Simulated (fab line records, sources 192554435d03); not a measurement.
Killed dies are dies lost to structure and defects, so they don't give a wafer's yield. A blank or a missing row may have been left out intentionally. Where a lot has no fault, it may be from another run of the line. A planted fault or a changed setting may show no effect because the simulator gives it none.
3 desks, one fault | flow n5 finfet | each desk has only its own numbers; what lay behind them comes last
Where a reading is given only as a bound, like >300, the bound stands for it, and a mean or a difference that rests on one is marked > or <: the true number lies beyond.

## THE DEFECT DESK
Lot by lot, what the route's inspections counted, given as the mean of those sampled wafers with a number. If a lot's mean is further than 4 standard deviations from the usual mean, the lot is out of limits and carries the mark OUT (the distance appears in the brackets).
Columns: A = raw defect count at N5_BEOL_M0_SAQP_INSPECT_42, usual 277; B = raw defect count at N5_BEOL_M0_CUTY_INSPECT_59, usual 2.0
lot  | first seen here | A   | B
L215 | day 6 10:02     | 293 | 1.3
L217 | day 6 22:46     | 298 | 2.3
L220 | day 7 09:04     | 276 | 1.3
L221 | day 7 18:23     | 322 | 2.0
L226 | day 9 05:23     | 373 | >101 (>+71) OUT
L228 | day 9 16:42     | 246 | 2.0
L232 | day 10 08:28    | 306 | 1.7
L233 | day 10 22:19    | 294 | 2.0
This desk's verdict: out of limits on L226, starting with L226 at day 9 07:04 (raw defect count at N5_BEOL_M0_CUTY_INSPECT_59). L215, L217, L220, L221, L228, L232, L233 stayed within limits.

## THE METROLOGY DESK
Lot by lot, what the gauges showed, no matter which tool ran the lot: averages of those sampled wafers that carry a number. If a lot's mean is further than 4 standard deviations from the usual mean, the lot is out of limits and carries the mark OUT (the distance appears in the brackets). Readings shown: 7 of its 11, picked as those furthest out on some lot.
Columns: A = IOFF_N at N5_BEOL_M4_RC_MEAS_101, usual 0.17 nA/um; B = IOFF_P at N5_BEOL_M4_RC_MEAS_101, usual 0.22 nA/um; C = ION_N at N5_BEOL_M4_RC_MEAS_101, usual 680 uA/um; D = ION_P at N5_BEOL_M4_RC_MEAS_101, usual 464 uA/um; E = SS_P at N5_BEOL_M4_RC_MEAS_101, usual 73.6 mV/dec; F = VT_N at N5_BEOL_M4_RC_MEAS_101, usual 248.9 mV; G = VT_P at N5_BEOL_M4_RC_MEAS_101, usual -251 mV
lot  | first seen here | A    | B    | C   | D   | E    | F     | G
L215 | day 6 09:57     | 0.17 | 0.20 | 677 | 463 | 73.3 | 248.3 | -252
L217 | day 6 22:41     | 0.18 | 0.25 | 686 | 469 | 73.6 | 247.5 | -247
L220 | day 7 08:59     | 0.20 | 0.29 | 688 | 475 | 73.8 | 245.7 | -245
L221 | day 7 18:17     | 0.14 | 0.17 | 664 | 455 | 73.3 | 253.4 | -257
L226 | day 9 05:17     | 0.17 | 0.23 | 678 | 467 | 73.9 | 249.2 | -250
L228 | day 9 16:37     | 0.20 | 0.23 | 684 | 463 | 73.9 | 247.0 | -250
L232 | day 10 08:23    | 0.22 | 0.26 | 694 | 472 | 74.4 | 244.6 | -248
L233 | day 10 22:13    | 0.16 | 0.21 | 672 | 465 | 72.9 | 251.0 | -251
Result from this desk: across the 8 lots, nothing is out of limits.

## DESK OF THE TOOL OWNER: pvd sputter-03
The tool's own readings at N5_BEOL_M0_SAQP_HM_DEP_02 (deposits TiN, target thk 12 nm): means of the sampled wafers that have a number, for each lot that ran on this tool. If a lot's mean is further than 4 standard deviations from the usual mean, the lot is out of limits and carries the mark OUT (the distance appears in the brackets).
Columns: A = susceptor temp C at N5_BEOL_M0_SAQP_HM_DEP_02, usual 25.01 C; B = throttle valve pct at N5_BEOL_M0_SAQP_HM_DEP_02, usual 29.8 %
lot  | first seen here | A     | B
L215 | day 6 04:32     | 25.04 | 29.6
L220 | day 7 03:38     | 25.08 | 30.4
L221 | day 7 13:25     | 25.09 | 29.6
L226 | day 9 00:35     | 25.02 | 30.2
Result from this desk: across the 4 lots, nothing is out of limits.

## ALL TOGETHER
The defect desk could have raised an alarm at day 9 07:04, on L226.
From the metrology desk's view, nothing was out of limits.
The desk of the tool owner found nothing out of limits.
The metrology desk holds a record of L226, inside its limits.
The tool owner's desk has L226 on record, within its limits.
The lots listed all ran N5_BEOL_M0_SAQP_HM_DEP_02 on pvd sputter-03.

## WHAT THE SIMULATOR HAD PUT IN
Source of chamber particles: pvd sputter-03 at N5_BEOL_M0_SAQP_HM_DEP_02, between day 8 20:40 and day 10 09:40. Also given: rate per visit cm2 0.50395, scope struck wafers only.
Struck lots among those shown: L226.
Hours from the fault's start to each desk's first reading out of limits: the defect desk, 10.
